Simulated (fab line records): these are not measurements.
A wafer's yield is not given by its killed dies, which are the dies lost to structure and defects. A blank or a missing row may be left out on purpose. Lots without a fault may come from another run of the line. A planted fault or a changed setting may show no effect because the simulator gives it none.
What tool caused it? + flow nand harc + 6 lots with 18 wafers sampled at 3 steps, on a route of 1159 steps

## WHAT THE GAUGES SHOWED, per wafer
NHARC_P_GATE_CD_MEAS_59: the cd target is 720 nm.
| lot  | measured     | on        | cd nm (nm)        |
|------|--------------|-----------|-------------------|
| L142 | day 5 22:27  | cd sem-01 | 720.8 717.7 722.2 |
| L144 | day 6 14:00  | cd sem-01 | 716.3 717.7 717.1 |
| L146 | day 7 05:16  | cd sem-01 | 722.8 714.2 721.1 |
| L148 | day 7 08:14  | cd sem-03 | 718.5 716.7 716.5 |
| L155 | day 9 00:35  | cd sem-03 | 720.0 720.7 718.9 |
| L162 | day 10 21:22 | cd sem-03 | 716.1 715.6 718.9 |

## WHAT TOOL EACH LOT RAN ON (gives the tool, then ch and the chambers of the sampled wafers, and finally the start)
| lot  | NHARC_P_STI_ETCH_31                           | NHARC_P_GATE_EXPOSE_56            |
|------|-----------------------------------------------|-----------------------------------|
| L142 | rie diel-10 ch 0,2,3, day 5 22:18 or earlier  | krf scanner-03 ch 0, day 5 22:18  |
| L144 | rie diel-10 ch 1,2,3, day 6 13:50 or earlier  | krf scanner-04 ch 0, day 6 13:50  |
| L146 | rie diel-02 ch 0,1,3, day 7 05:07 or earlier  | krf scanner-02 ch 0, day 7 05:07  |
| L148 | rie diel-09 ch 1,2,3, day 7 08:05 or earlier  | krf scanner-04 ch 0, day 7 08:05  |
| L155 | rie diel-10 ch 0,1, day 9 00:25 or earlier    | krf scanner-04 ch 0, day 9 00:25  |
| L162 | rie diel-10 ch 1,2,3, day 10 21:13 or earlier | krf scanner-02 ch 0, day 10 21:13 |
- NHARC_P_STI_ETCH_31: etches the open film in CF4/CHF3, target depth 108.9 nm, time 54.5 s.
- NHARC_P_GATE_EXPOSE_56: exposes mask P PSD, target cd 720 nm.

## THE ANSWER, worked out from the rows above alone
Rule: usual is defined by the lots themselves. The widest of any qualifying gaps counts: lots, ordered by their means at a reading, are off when they make up no more than a third of the lots, leave a main group of 4 or more, and stand apart from it by 3 or more times the standard deviation of that group's means. A main group whose means are all the same, to the digits that the tables above print for the reading, isn't used. A lot without any number at a reading at which 4 lots or more have one is off too. All remaining lots with rows at the step are treated as sound.
No lot is off at any reading shown: from this, nothing can be told.

## WHAT THE SIMULATOR PUT IN
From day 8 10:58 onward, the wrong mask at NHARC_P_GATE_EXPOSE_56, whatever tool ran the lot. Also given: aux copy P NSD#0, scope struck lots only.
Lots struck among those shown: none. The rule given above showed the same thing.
